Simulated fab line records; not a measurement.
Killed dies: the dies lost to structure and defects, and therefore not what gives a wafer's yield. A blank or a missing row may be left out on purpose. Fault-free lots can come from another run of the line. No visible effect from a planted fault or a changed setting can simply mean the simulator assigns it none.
fab line records -- flow n5Finfet
[record] lots = 9, wafers = 27, lastDay = 19
route steps=1938 shown BEOL_M4@1111 PASSIVATION@1908
lots with no fault: from the same line, run without faults
startH: the number of hours between the record's first day and the start of the first shown wafer of the lot -- waitH: time in hours since the lot's previous step -- " unchanged from the row above -- L1.1+2: a single row standing in for several wafers -- - no value present, or no start provided -- * or withheld: withheld -- < > ~ a bound
route shown NAME@n: names a module that has steps shown in the file, with the first one's number in the route -- usual: mean/standard deviation of fault-free wafers -- same: alike in all rows -- chamber/n: place in a boat -- sites: per-site readings -- _std_site: standard deviation across them -- _edge_site: inner sites' mean taken away from outer sites' mean -- radiusMm: for every site, how far away it sits from the centre of the wafer -- mask NAME#n: copy n -- behind: the most recent tool/chamber to have shaped the wafer -- hold: why the lot went on hold/how many hours it stayed there/how the hold came to an end -- device: which transistor (n, p or np) failed to switch -- end of line: the same wafers' tests at the end of the route -- for a step that has no rows: nothing shown but its recipe -- killed: at the first sort, the dies lost to defects and structure; wafer yield is something else -- map: per-die view of a wafer (x killed, . not killed, _ where there is no die)
set.NAME: the setting as run; set.NAME@STEP: as run at that earlier step -- model.NAME: the simulator's own value behind a step, which no gauge read
steps of the route over a sample of lots; a table a step, a row a wafer
services: a tool's chamber out of use, with start hour (startH, from the record's first day; less than 0 if before it), hours out, and reason
[[steps]]
[step N5_BEOL_M4_RC_MEAS_101]
[usual] DIBL_N = 36.8/1.9, DIBL_P = 36.5/2.1, IOFF_N = 0.17/0.038, IOFF_P = 0.22/0.039, ION_N = 675/12, ION_P = 463/7.4, SS_N = 71.6/0.71, SS_P = 73.4/0.72, VT_N = 249/3.3, VT_P = -250/3.3
lot.wafer,tool,chamber,startH,waitH,DIBL_N[mV/V],DIBL_P[mV/V],IOFF_N[nA/um],IOFF_P[nA/um],ION_N[uA/um],ION_P[uA/um],SS_N[mV/dec],SS_P[mV/dec],VT_N[mV],VT_P[mV]
L831.1,prober-01,0,176.42,0.0,34.7,34.3,0.12,0.16,657,453,71.0,72.6,251,-256
L831.2,prober-01,0,176.42,0.0,39.9,40.0,0.21,0.24,680,459,72.7,74.3,249,-252
L831.6,prober-01,0,176.42,0.0,35.7,34.5,0.12,0.16,656,450,70.9,72.9,252,-256
L832.2,prober-01,0,187.86,0.2,35.5,34.9,0.16,0.21,679,461,71.2,73.1,246,-249
L832.3,prober-01,0,187.86,0.2,37.5,37.1,0.19,0.25,686,467,71.8,72.9,245,-244
L832.5,prober-01,0,187.86,0.2,36.2,35.7,0.16,0.21,690,466,71.1,73.1,247,-245
L833.3,prober-02,0,195.06,0.3,37.8,37.4,0.19,0.25,672,461,71.9,73.3,248,-249
L833.4,prober-02,0,195.06,0.3,36.4,36.3,0.17,0.23,678,465,71.3,73.2,248,-247
L833.5,prober-02,0,195.06,0.3,37.7,38.7,0.19,0.27,684,472,71.3,73.7,242,-244
L836.1,prober-02,0,203.56,0.0,40.9,40.5,0.23,0.29,690,470,72.9,75.1,247,-247
L836.3,prober-02,0,203.56,0.0,39.9,40.0,0.24,0.31,705,486,72.0,74.4,241,-244
L836.4,prober-02,0,203.56,0.0,36.8,35.5,0.16,0.21,678,468,70.9,73.7,249,-250
L837.3,prober-02,0,237.44,0.3,33.6,33.0,0.12,0.16,654,458,70.5,72.4,253,-254
L837.4,prober-02,0,237.44,0.3,36.5,35.9,0.16,0.20,667,456,71.6,73.9,250,-252
L837.5,prober-02,0,237.44,0.3,37.0,37.0,0.17,0.21,657,452,71.3,74.4,249,-250
L843.2,prober-01,0,262.78,0.2,35.2,34.2,0.15,0.18,670,458,70.6,72.4,249,-252
L843.3,prober-01,0,262.78,0.2,40.4,39.5,0.26,0.29,674,458,72.3,73.7,245,-247
L843.4,prober-01,0,262.78,0.2,34.9,35.6,0.14,0.21,678,480,70.3,72.1,250,-248
L844.2,prober-01,0,282.60,0.2,35.1,33.2,0.13,0.17,676,463,70.5,72.2,252,-254
L844.3,prober-01,0,282.60,0.2,36.4,34.4,0.14,0.18,662,455,71.1,73.1,252,-251
L844.4,prober-01,0,282.60,0.2,36.0,34.9,0.13,0.19,670,463,70.7,72.9,253,-251
L845.1,prober-01,0,287.35,0.0,39.0,37.3,0.23,0.27,668,461,73.2,73.8,247,-244
L845.3,prober-01,0,287.35,0.0,34.7,34.8,0.14,0.23,682,480,70.9,73.4,251,-248
L845.5,prober-01,0,287.35,0.0,41.0,40.3,0.31,0.33,682,470,72.9,75.1,242,-243
L853.2,prober-02,0,337.79,0.2,38.5,38.1,0.20,0.25,698,472,72.2,73.8,244,-247
L853.3,prober-02,0,337.79,0.2,41.7,40.6,0.28,0.31,685,470,72.6,74.5,242,-245
L853.5,prober-02,0,337.79,0.2,36.9,34.9,0.16,0.20,680,465,71.7,73.5,250,-251
[step N5_PASSIVATION_DESCUM_32]
[recipe] chemistry = O2, timeS = 7.9, sourcePowerW = 50, biasPowerW = 20, pressureMtorr = 20, rfFrequencyHz = 2.712e+07, tempC = 40, o2FlowSccm = 225
[usual] chamberPressureMTorr = 20.001/0.021, drypumpMotorCurrentA = 5.5/0.32, oesProductAu = 0.83/0.071, rfVppV = 243.6/1.3, showerheadPlenumPTorr = 2.13/0.078, throttleValvePct = 20.35/0.27
lot.wafer,tool,chamber,startH,waitH,chamberPressureMTorr,drypumpMotorCurrentA,oesProductAu,rfHoursCounterH,rfVppV,showerheadPlenumPTorr,throttleValvePct
L831.1,rieDiel-01,2,268.85,0.0,19.998,5.8,0.71,211,241.0,1.98,20.50
L831.2,rieDiel-01,0,268.85,0.0,20.017,5.4,0.69,242,243.7,2.14,20.42
L831.6,rieDiel-01,3,268.85,0.0,20.004,5.2,0.84,-,242.9,2.02,20.16
L832.2,rieDiel-04,1,292.67,0.0,20.021,5.9,0.69,242,242.8,1.97,20.36
L832.3,rieDiel-04,3,292.67,0.0,19.997,5.2,0.70,218,242.5,2.06,20.38
L832.5,rieDiel-04,1,292.67,0.0,19.981,5.9,0.69,-,243.1,1.97,20.36
L836.1,rieDiel-03,2,299.28,0.0,19.959,5.0,0.85,60,245.5,2.22,20.54
L836.3,rieDiel-03,1,299.28,0.0,20.017,5.8,0.92,21,244.0,2.14,20.41
L836.4,rieDiel-03,2,299.28,0.0,20.010,5.0,0.86,-,245.2,2.22,20.54
L833.3,rieDiel-03,1,310.67,0.1,19.991,5.8,0.90,24,244.7,2.14,20.40
L833.4,rieDiel-03,0,310.67,0.1,19.987,5.8,0.88,49,242.0,2.12,19.89
L833.5,rieDiel-03,1,310.67,0.1,19.981,5.8,0.91,-,245.0,2.14,20.41
L837.3,rieDiel-03,1,341.05,0.0,20.000,5.9,0.88,35,243.7,2.14,20.42
L837.4,rieDiel-03,0,341.05,0.0,20.002,5.8,0.87,60,243.8,2.12,19.90
L837.5,rieDiel-03,0,341.05,0.0,20.034,5.8,0.86,-,243.8,2.12,19.91
L843.2,rieDiel-03,2,358.88,0.0,19.989,4.9,0.84,78,244.9,2.22,20.59
L843.3,rieDiel-03,3,358.88,0.0,20.020,5.4,0.80,114,241.9,2.13,20.69
L843.4,rieDiel-03,1,358.88,0.0,19.995,5.8,0.89,40,244.3,2.14,20.43
L844.2,rieDiel-04,0,383.90,0.0,19.998,5.5,0.91,24,241.7,2.05,20.02
L844.3,rieDiel-04,1,383.90,0.0,19.987,5.9,0.92,15,244.6,2.22,20.09
L844.4,rieDiel-04,3,383.90,0.0,20.021,5.2,0.67,250,242.4,2.05,20.43
L845.1,rieDiel-01,3,387.09,0.1,19.990,5.3,0.78,113,242.3,2.00,20.22
L845.3,rieDiel-01,0,387.09,0.1,19.992,5.3,0.91,28,244.9,2.13,20.01
L845.5,rieDiel-01,0,387.09,0.1,20.010,5.4,0.91,-,244.2,2.12,20.01
L853.2,rieDiel-01,2,450.49,0.1,20.012,5.8,0.91,19,244.5,2.22,20.21
L853.3,rieDiel-01,3,450.49,0.1,19.982,5.3,0.76,137,241.6,1.99,20.26
L853.5,rieDiel-01,3,450.49,0.1,19.972,5.2,0.76,-,241.8,1.99,20.27
[step N5_PASSIVATION_ETCH_59]
[recipe] chemistry = Cl2/BCl3, target = TaN, targetDepthA = 650, timeS = 34.9, ionEnergyEv = 100, pressureMtorr = 10, icpW = 900, biasW = 100, Cl2_flow_sccm = 60, bcl3FlowSccm = 30
[usual] chamberPressureMTorr = 10.001/0.0086, drypumpMotorCurrentA = 5.9/0.64, heBacksideLeakSccm = 3.5/0.33, oesProductAu = 0.83/0.081, throttleValvePct = 21.1/0.4
lot.wafer,tool,chamber,startH,waitH,chamberPressureMTorr,drypumpMotorCurrentA,heBacksideLeakSccm,oesProductAu,rfHoursCounterH,throttleValvePct
L831.1,rieMetal-01,0,269.33,0.3,9.995,5.8,3.8,0.67,92,21.8
L831.2,rieMetal-01,1,269.33,0.3,10.010,5.4,3.5,0.83,24,21.2
L831.6,rieMetal-01,1,269.33,0.3,10.002,5.4,3.4,0.83,-,21.2
L832.2,rieMetal-02,1,293.16,0.3,10.007,6.7,3.5,0.67,103,21.5
L832.3,rieMetal-02,0,293.16,0.3,10.002,5.3,3.6,0.88,-,20.7
L832.5,rieMetal-02,1,293.16,0.3,10.007,6.7,3.4,0.68,-,21.5
L836.1,rieMetal-03,1,299.90,0.4,10.007,5.3,3.5,0.92,9,21.4
L836.3,rieMetal-03,1,299.90,0.4,10.004,5.3,3.5,0.92,-,21.4
L836.4,rieMetal-03,0,299.90,0.4,10.003,6.7,3.1,0.86,-,20.5
L833.3,rieMetal-03,0,311.19,0.2,10.004,6.7,3.2,0.86,-,20.5
L833.4,rieMetal-03,1,311.19,0.2,9.999,5.3,3.6,0.91,-,21.4
L833.5,rieMetal-03,1,311.19,0.2,10.010,5.3,3.7,0.92,-,21.4
L837.3,rieMetal-03,0,341.57,0.2,10.002,6.7,3.2,0.83,-,20.5
L837.4,rieMetal-03,1,341.57,0.2,9.994,5.3,3.6,0.90,-,21.4
L837.5,rieMetal-03,1,341.57,0.2,10.014,5.3,3.4,0.90,-,21.3
L843.2,rieMetal-03,0,359.37,0.3,9.989,6.7,3.2,0.83,23,20.5
L843.3,rieMetal-03,0,359.37,0.3,10.010,6.7,3.1,0.84,-,20.5
L843.4,rieMetal-03,1,359.37,0.3,10.006,5.3,3.4,0.90,-,21.4
L844.2,rieMetal-03,0,384.38,0.3,9.999,6.8,3.2,0.83,25,20.5
L844.3,rieMetal-03,1,384.38,0.3,9.994,5.3,3.7,0.67,-,21.8
L844.4,rieMetal-03,0,384.38,0.3,9.992,6.7,3.1,0.82,-,20.5
L845.1,rieMetal-03,0,387.58,0.3,9.992,6.7,3.0,0.82,26,20.5
L845.3,rieMetal-03,0,387.58,0.3,9.988,6.8,2.9,0.82,-,20.5
L845.5,rieMetal-03,1,387.58,0.3,10.007,5.3,3.6,0.66,-,21.8
L853.2,rieMetal-01,0,450.98,0.3,10.011,5.8,3.6,0.92,5,21.4
L853.3,rieMetal-01,0,450.98,0.3,9.993,5.8,3.5,0.91,-,21.4
L853.5,rieMetal-01,0,450.98,0.3,9.998,5.8,3.4,0.92,-,21.4
[step N5_PASSIVATION_PECVD_35]
[recipe] material = SiNx, targetThkA = 7000, tempC = 400, precursor = SiH4/NH3/N2, pressureTorr = 4.9, rfW = 1406, timeS = 151.3
[usual] heaterPowerW = 394/97, showerheadPlenumPTorr = 8.64/0.071, throttleValvePct = 29.4/1.7
lot.wafer,tool,chamber,startH,waitH,heaterPowerW,showerheadPlenumPTorr,throttleValvePct
L831.1,pecvd-01,1,270.06,0.1,390,8.74,33.1
L831.2,pecvd-01,2,270.06,0.1,558,8.69,28.6
L831.6,pecvd-01,1,270.06,0.1,429,8.72,32.7
L832.2,pecvd-02,1,293.90,0.1,268,8.70,28.3
L832.3,pecvd-02,0,293.90,0.1,239,8.64,30.1
L832.5,pecvd-02,0,293.90,0.1,256,8.66,30.5
L836.1,pecvd-02,0,300.66,0.1,193,8.61,30.2
L836.3,pecvd-02,2,300.66,0.1,520,8.61,28.0
L836.4,pecvd-02,1,300.66,0.1,393,8.67,28.6
L833.3,pecvd-02,2,311.89,0.1,468,8.59,28.5
L833.4,pecvd-02,1,311.89,0.1,246,8.68,28.3
L833.5,pecvd-02,2,311.89,0.1,493,8.60,28.2
L837.3,pecvd-01,0,342.27,0.1,482,8.63,28.0
L837.4,pecvd-01,1,342.27,0.1,347,8.74,33.0
L837.5,pecvd-01,2,342.27,0.1,481,8.66,28.8
L843.2,pecvd-04,2,360.09,0.1,324,8.68,30.5
L843.3,pecvd-04,1,360.09,0.1,262,8.57,29.9
L843.4,pecvd-04,1,360.09,0.1,298,8.58,29.8
L844.2,pecvd-04,0,385.17,0.1,424,8.47,29.3
L844.3,pecvd-04,2,385.17,0.1,382,8.67,30.1
L844.4,pecvd-04,0,385.17,0.1,447,8.46,29.5
L845.1,pecvd-01,2,388.31,0.1,571,8.68,29.0
L845.3,pecvd-01,0,388.31,0.1,444,8.65,28.1
L845.5,pecvd-01,0,388.31,0.1,479,8.64,28.3
L853.2,pecvd-02,2,451.71,0.1,388,8.62,28.6
L853.3,pecvd-02,0,451.71,0.1,241,8.59,30.5
L853.5,pecvd-02,1,451.71,0.1,367,8.68,28.6
[step N5_PASSIVATION_PASS_ETCH_47]
[recipe] chemistry = CF4/O2, target = SiNx, targetDepthA = 7700, timeS = 385, ionEnergyEv = 100, pressureMtorr = 40, sourceW = 535, biasW = 49, Ar_flow_sccm = 100, cf4FlowSccm = 100, O2_flow_sccm = 10
[usual] chamberPressureMTorr = 40.00/0.034, drypumpMotorCurrentA = 5.49/0.29, oes_ar_750_au = 0.83/0.079, oesProductAu = 0.83/0.08, rfVppV = 238/4.8, showerheadPlenumPTorr = 2.22/0.082, throttleValvePct = 15.71/0.23
lot.wafer,tool,chamber,startH,waitH,chamberPressureMTorr,drypumpMotorCurrentA,oes_ar_750_au,oesProductAu,rfHoursCounterH,rfVppV,showerheadPlenumPTorr,throttleValvePct
L831.1,rieDiel-04,0,270.62,0.0,39.99,5.53,0.70,0.69,252,236,2.17,15.90
L831.2,rieDiel-04,1,270.62,0.0,39.94,5.91,0.71,0.70,233,240,2.10,15.99
L831.6,rieDiel-04,1,270.62,0.0,40.04,5.89,0.71,0.71,-,240,2.10,15.98
L832.2,rieDiel-04,1,294.58,0.0,40.00,5.91,0.70,0.70,243,240,2.09,15.99
L832.3,rieDiel-04,2,294.58,0.0,40.03,5.40,0.90,0.92,28,240,2.16,15.44
L832.5,rieDiel-04,3,294.58,0.0,39.97,5.24,0.70,0.71,-,239,2.17,15.91
L836.1,rieDiel-03,2,301.34,0.0,40.05,4.94,0.88,0.85,60,235,2.33,15.89
L836.3,rieDiel-03,1,301.34,0.0,40.00,5.82,0.93,0.91,21,238,2.26,15.79
L836.4,rieDiel-03,2,301.34,0.0,40.02,4.95,0.87,0.85,-,234,2.33,15.88
L833.3,rieDiel-01,3,312.72,0.0,40.01,5.24,0.81,0.81,87,234,2.12,15.73
L833.4,rieDiel-01,1,312.72,0.0,40.09,5.66,0.94,0.95,8,247,2.34,15.44
L833.5,rieDiel-01,3,312.72,0.0,39.97,5.27,0.82,0.80,-,234,2.12,15.75
L837.3,rieDiel-04,3,343.00,0.0,40.00,5.23,0.69,0.69,239,241,2.17,15.97
L837.4,rieDiel-04,0,343.00,0.0,39.96,5.52,0.95,0.94,12,236,2.16,15.42
L837.5,rieDiel-04,1,343.00,0.0,40.01,5.91,0.95,0.94,-,244,2.35,15.55
L843.2,rieDiel-03,0,360.65,0.0,40.00,5.82,0.82,0.83,66,238,2.22,15.33
L843.3,rieDiel-03,1,360.65,0.0,40.00,5.84,0.89,0.88,41,238,2.26,15.83
L843.4,rieDiel-03,0,360.65,0.0,39.98,5.83,0.82,0.83,-,239,2.22,15.33
L844.2,rieDiel-03,0,385.82,0.0,40.12,5.83,0.80,0.82,74,239,2.22,15.36
L844.3,rieDiel-03,1,385.82,0.0,39.94,5.83,0.89,0.87,48,237,2.25,15.85
L844.4,rieDiel-03,3,385.82,0.0,39.97,5.42,0.77,0.77,122,230,2.20,15.87
L845.1,rieDiel-03,0,388.86,0.0,40.00,5.84,0.81,0.82,75,239,2.22,15.34
L845.3,rieDiel-03,2,388.86,0.0,39.96,4.96,0.84,0.83,85,234,2.32,15.95
L845.5,rieDiel-03,2,388.86,0.0,39.97,4.92,0.84,0.82,-,234,2.32,15.94
L853.2,rieDiel-01,1,452.26,0.0,40.01,5.63,0.85,0.85,60,248,2.32,15.56
L853.3,rieDiel-01,2,452.26,0.0,40.01,5.77,0.90,0.90,20,242,2.34,15.69
L853.5,rieDiel-01,0,452.26,0.0,39.95,5.33,0.85,0.85,-,241,2.23,15.54
[step N5_PASSIVATION_PROBE_49]
[usual] defectLimitedYield = 91.3/1.4, killed_at_M0_to_M3 = 33/11, killed_at_M4_up = 15/6.2, killedAtContacts = 13/6.5, killedAtFrontEnd = 38/11, killedAtOther = 3.4/2.6, killedDies = 102/17, killedOnRim = 13/4.1, killedOpen = 67/12, killedShort = 34/7.9, sort_bin_5_function = 5.1/0.88, sort_bin_6_memory = 3.3/0.65, sort_bin_8_speed = 0.00/0.0099, sortNPass = 1078/17, sortYieldPct = 91.3/1.4
[same] grossDies = 1180, killedAtBackSide = 0, sort_bin_4_leakage[%] = 0
lot.wafer,tool,chamber,startH,waitH,defectLimitedYield[%],killed_at_M0_to_M3,killed_at_M4_up,killedAtContacts,killedAtFrontEnd,killedAtOther,killedDies,killedOnRim,killedOpen,killedShort,sort_bin_5_function[%],sort_bin_6_memory[%],sort_bin_8_speed[%],sortNPass,sortYieldPct[%]
L831.1,prober-01,-,273.66,0.0,91.5,19,8,26,46,1,100,9,61,39,5.4,2.8,0,1080,91.5
L831.2,prober-01,-,273.71,0.1,92.7,24,23,20,19,0,86,6,62,23,4.8,2.3,0,1094,92.7
L831.6,prober-01,-,273.91,0.3,93.1,14,9,29,30,0,82,16,55,27,4.5,2.3,0,1098,93.1
L836.1,prober-01,-,304.36,0.0,92.3,30,7,16,36,2,91,13,59,31,4.9,2.5,0,1089,92.3
L836.3,prober-01,-,304.46,0.1,93.9,21,15,3,32,1,72,7,44,26,3.6,2.3,0,1108,93.9
L836.4,prober-01,-,304.51,0.2,92.0,29,18,7,37,3,94,11,54,40,4.8,2.6,0,1086,92.0
L844.2,prober-02,-,388.89,0.1,93.9,25,9,5,29,4,72,7,40,28,4.0,2.1,0,1108,93.9
L844.3,prober-02,-,388.94,0.1,0,30,18,18,25,1089,1180,152,64,29,96.7,3.0,0,0,0
L844.4,prober-02,-,388.99,0.2,92.3,31,6,17,36,1,91,13,63,28,4.3,3.2,0,1089,92.3
L845.1,prober-01,-,391.87,0.0,93.2,25,13,8,33,1,80,7,57,23,3.6,3.0,0,1100,93.2
L845.3,prober-01,-,391.97,0.1,92.1,34,12,9,37,1,93,10,66,27,4.6,3.0,0,1087,92.1
L845.5,prober-01,-,392.07,0.2,0,32,14,7,31,1096,1180,152,64,25,96.0,3.7,0,0,0
// killed by level:class
L831.1 MOL_CONTACT_COAG:geometricParticle:open=20 FIN_SAQP:geometricParticle:short=13 ILD0:geometricParticle:short=6 MOL_CONTACT_COAG:geometricParticle:short=6 BEOL_M0_SAQP:geometricParticle:short=6 GATE_CUT:geometricParticle:open=5 BEOL_M4:geometricParticle:open=5 ILD0:geometricParticle:open=4
L831.2 BEOL_M4:geometricParticle:open=12 MOL_CONTACT_COAG:geometricParticle:open=10 MOL_CONTACT_COAG:geometricParticle:short=10 BEOL_M3:geometricParticle:open=8 FIN_SAQP:geometricParticle:open=5 STI_FIN_REVEAL:geometricParticle:open=5 BEOL_M0_SAQP:geometricParticle:open=5 FIN_SAQP:geometricParticle:short=3
L831.6 MOL_CONTACT_COAG:geometricParticle:open=19 MOL_CONTACT_COAG:geometricParticle:short=10 STI_FIN_REVEAL:geometricParticle:open=8 FIN_CUT:geometricParticle:open=4 STI_FIN_REVEAL:geometricParticle:short=4 BEOL_M4:geometricParticle:open=4 STARTING-WAFER:geometricParticle:open=4 BEOL_M2:geometricParticle:open=3
L836.1 MOL_CONTACT_COAG:geometricParticle:open=14 BEOL_M0_SAQP:geometricParticle:open=10 STI_FIN_REVEAL:geometricParticle:open=8 BEOL_M0_SAQP:geometricParticle:short=8 STI_FIN_REVEAL:geometricParticle:short=6 GATE_CUT:geometricParticle:short=6 BEOL_M3:geometricParticle:open=5 GATE_CUT:geometricParticle:open=4
L836.3 BEOL_M3:geometricParticle:open=9 GATE_CUT:geometricParticle:short=6 BEOL_M4:geometricParticle:open=6 STI_FIN_REVEAL:geometricParticle:open=5 DUMMY_GATE:geometricParticle:open=5 BEOL_M4:geometricParticle:short=4 DUMMY_GATE:geometricParticle:short=3 FIN_SAQP:geometricParticle:short=2
L836.4 BEOL_M4:geometricParticle:open=12 GATE_CUT:geometricParticle:short=8 STI_FIN_REVEAL:geometricParticle:open=7 BEOL_M0_SAQP:geometricParticle:short=7 BEOL_M0_SAQP:geometricParticle:open=7 STARTING-WAFER:geometricParticle:short=6 MOL_CONTACT_COAG:geometricParticle:open=5 BEOL_M2:geometricParticle:open=5
L844.2 FIN_SAQP:geometricParticle:short=10 FIN_SAQP:geometricParticle:open=8 BEOL_M0:geometricParticle:short=7 DUMMY_GATE:geometricParticle:open=4 BEOL_M0:geometricParticle:open=4 MOL_CONTACT_COAG:geometricParticle:open=3 BEOL_M3:geometricParticle:open=3 BEOL_M0_SAQP:geometricParticle:open=3
L844.3 PASSIVATION:areaEtch=1086 MOL_CONTACT_COAG:geometricParticle:open=16 BEOL_M2:geometricParticle:open=9 BEOL_M0_SAQP:geometricParticle:open=8 DUMMY_GATE:geometricParticle:open=7 BEOL_M4:geometricParticle:open=7 BEOL_M0_SAQP:geometricParticle:short=5 FIN_SAQP:geometricParticle:short=4
L844.4 MOL_CONTACT_COAG:geometricParticle:open=15 FIN_SAQP:geometricParticle:open=14 BEOL_M2:geometricParticle:open=10 FIN_SAQP:geometricParticle:short=8 BEOL_M1:geometricParticle:open=6 STARTING-WAFER:geometricParticle:short=5 BEOL_M0_SAQP:geometricParticle:short=4 BEOL_M3:geometricParticle:open=4
L845.1 STI_FIN_REVEAL:geometricParticle:open=10 FIN_SAQP:geometricParticle:open=7 MOL_CONTACT_COAG:geometricParticle:open=7 BEOL_M1:geometricParticle:open=5 BEOL_M2:geometricParticle:open=5 BEOL_M0_SAQP:geometricParticle:short=4 BEOL_M3:geometricParticle:open=4 ILD0:geometricParticle:short=3
L845.3 STI_FIN_REVEAL:geometricParticle:open=11 BEOL_M1:geometricParticle:open=11 MOL_CONTACT_COAG:geometricParticle:open=8 BEOL_M2:geometricParticle:open=8 BEOL_M2:geometricParticle:short=6 FIN_SAQP:geometricParticle:short=5 DUMMY_GATE:geometricParticle:open=5 BEOL_M1:geometricParticle:short=5
L845.5 PASSIVATION:areaEtch=1091 BEOL_M0_SAQP:geometricParticle:open=8 BEOL_M1:geometricParticle:open=8 STARTING-WAFER:geometricParticle:open=7 MOL_CONTACT_COAG:geometricParticle:open=5 STI_FIN_REVEAL:geometricParticle:open=4 GATE_CUT:geometricParticle:short=4 BEOL_M1:geometricParticle:short=4
[[services]]
tool,chamber,startH,hours,kind
pecvd-02,-,247.82,2.8,pm
rieMetal-03,-,256.46,0.9,repair
rieDiel-01,1,259.55,-,clean
rieDiel-01,1,259.55,-,consumableReplace:focusRing
rieDiel-01,1,259.55,-,consumableReplace:showerhead
rieDiel-01,1,259.55,32.3,scheduledDown
rieDiel-01,1,259.55,32.3,ventCycle
rieDiel-04,2,262.52,29.1,repair
pecvd-01,1,276.42,5.0,repair
rieMetal-03,-,282.04,1.4,pm
rieDiel-03,0,285.15,18.7,repair
rieDiel-04,0,291.63,-,clean
rieDiel-04,0,291.63,-,consumableReplace:focusRing
rieMetal-02,-,297.88,2.8,pm
rieMetal-01,-,305.91,15.6,pm
rieMetal-01,-,340.07,2.8,pm
pecvd-01,-,350.02,2.8,repair
rieDiel-03,2,360.21,3.0,repair
rieMetal-01,0,397.93,7.1,repair
rieDiel-04,3,400.12,6.5,repair
rieDiel-03,-,404.61,0.9,repair
pecvd-01,1,425.97,6.5,repair
rieDiel-01,0,430.11,1.5,repair
rieDiel-03,0,432.56,3.0,repair
[[key]]
[firstSign] step = N5_PASSIVATION_PROBE_49, reading = killedAtOther, direction = up, sigmas = 99+, usual = 3.4, struck = 1092.5
[effect] step = N5_PASSIVATION_PROBE_49, reading = sort_bin_5_function, direction = up, sigmas = 99+, usual = 5.1, struck = 96.4
[moreKillsBornAt] N5_PASSIVATION_ETCH_59@rieMetal-03 = 2177
metAt N5_PASSIVATION_ETCH_59
struckLots L844,L845
struckWafers L844.3,L845.5
laterRowsLeftOut L844.3,L845.5
notActingAt N5_PASSIVATION_DESCUM_32,N5_PASSIVATION_PECVD_35,N5_PASSIVATION_PASS_ETCH_47
onsetBetween 359.37 384.38
[fault] kind = processParameterDrift, tool = rieMetal-03, chamber = 1, onsetH = 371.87, steps = N5_PASSIVATION_ETCH_59, channel = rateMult, offset = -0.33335, shape = step, endH = 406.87
// laterRowsLeftOut: the simulator's readings of these wafers behind a module that went badly wrong aren't trusted and aren't shown, but for the sort
